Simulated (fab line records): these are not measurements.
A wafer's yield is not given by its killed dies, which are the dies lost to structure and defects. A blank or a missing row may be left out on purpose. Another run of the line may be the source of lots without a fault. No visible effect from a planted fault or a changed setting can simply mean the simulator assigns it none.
Comparing a struck lot with a sound one / flow nand_harc / 13 out of 1302 route steps
Sound: the wafers L886.1, L886.2, L886.4. Wafers struck: L880.1, L880.3, L880.6. Last of all comes the cause.
Order at every step that has rows: each side's tool, ch and its chambers, its first start. Under that, the readings that differ: sound wafers / struck wafers / difference of the means / sigmas: that difference in standard deviations of wafers without a fault.
alike: readings whose means differ by less than 2 such deviations, and words and numbers that are the same on both sides. not compared: withheld readings, readings that some wafer has no value for, bounds like >300 that may hide the same value, and numbers for which the record gives no deviation and whose values overlap.
Wherever a step has rows on one side only, a row that says differs or no value, or a row with sigmas, the two part there. Numbers that don't overlap but have no deviation are shown without sigmas and don't part them. A reading missing from all wafers of one side parts the sides only when that side holds two or more wafers.

first, 1 step without rows for these wafers: NHARC_A_ONON_D2_DEP_19 (target thk 1000 nm).
NHARC_A_ONON_D2_THK_MEAS_21: measures by ellipsometry.
  sound: film_metro-02 at day 18 10:25; struck: film_metro-01 at day 16 09:33
  alike: thk_nm
next comes 1 step that has no rows for these wafers: NHARC_A_ONON_D2_DEP_22 (target thickness 1000 nm).
NHARC_A_ONON_D2_THK_MEAS_24: measures by ellipsometry.
  sound: film_metro-02 at day 18 10:59; struck: film_metro-01 at day 16 10:07
  alike: thk_nm
next comes 1 step that has no rows for these wafers: NHARC_A_ONON_D2_DEP_25 (target thickness 1000 nm).
NHARC_A_ONON_D2_THK_MEAS_27: measures by ellipsometry.
  sound: film_metro-02 at day 18 11:34; struck: film_metro-02 at day 16 10:41
  alike: thk_nm
next comes 1 step that has no rows for these wafers: NHARC_A_ONON_D2_DEP_28 (target thickness 1000 nm).
NHARC_A_ONON_D2_THK_MEAS_30: measures by ellipsometry.
  sound: film_metro-01 at day 18 12:08; struck: film_metro-01 at day 16 11:16
reading=thk_nm (nm); sound=1013 1013 1014; struck=989 992 990; difference=-23; sigmas=-2
NHARC_A_ONON_D2_DEP_33: deposits SiO2, target thk 200 nm.
  sound on pecvd-01 ch 0,1, day 18 12:11; struck on pecvd-01 ch 0,2, day 16 11:22
  alike: heater_power_w, throttle_valve_pct
NHARC_A_ONON_D2_THK_MEAS_34: measures by ellipsometry.
  sound: film_metro-01 at day 18 12:36; struck: film_metro-01 at day 16 11:44
  alike: thk_nm
NHARC_A_ONON_D2_INSPECT_32:
  sound: defect_inspect-01 at day 18 12:40; struck: defect_inspect-01 at day 16 11:47
reading=raw_defect_count; sound=662 654 667; struck=295 312 328; difference=-349; sigmas=-2
NHARC_A_CHANNEL_HOLE_D2_DEP_00: deposits aC, target thk 3100 nm.
  sound on acl_dep-03 ch 0, day 18 12:44; struck on acl_dep-02 ch 0, day 16 14:00
  alike: throttle_valve_pct
NHARC_A_CHANNEL_HOLE_D2_DEP_01: deposits SiON, target thk 140 nm.
  sound on pecvd-04 ch 0,1, day 18 14:40; struck on pecvd-04 ch 0,1,2, day 16 16:02
  alike: heater_power_w

WHERE THEY PART
At NHARC_A_ONON_D2_THK_MEAS_30 first; at NHARC_A_ONON_D2_INSPECT_32 last (within this record only). Later steps at which nothing parts them and some readings are alike: NHARC_A_CHANNEL_HOLE_D2_DEP_00, NHARC_A_CHANNEL_HOLE_D2_DEP_01.

WHY: what the simulator had put in
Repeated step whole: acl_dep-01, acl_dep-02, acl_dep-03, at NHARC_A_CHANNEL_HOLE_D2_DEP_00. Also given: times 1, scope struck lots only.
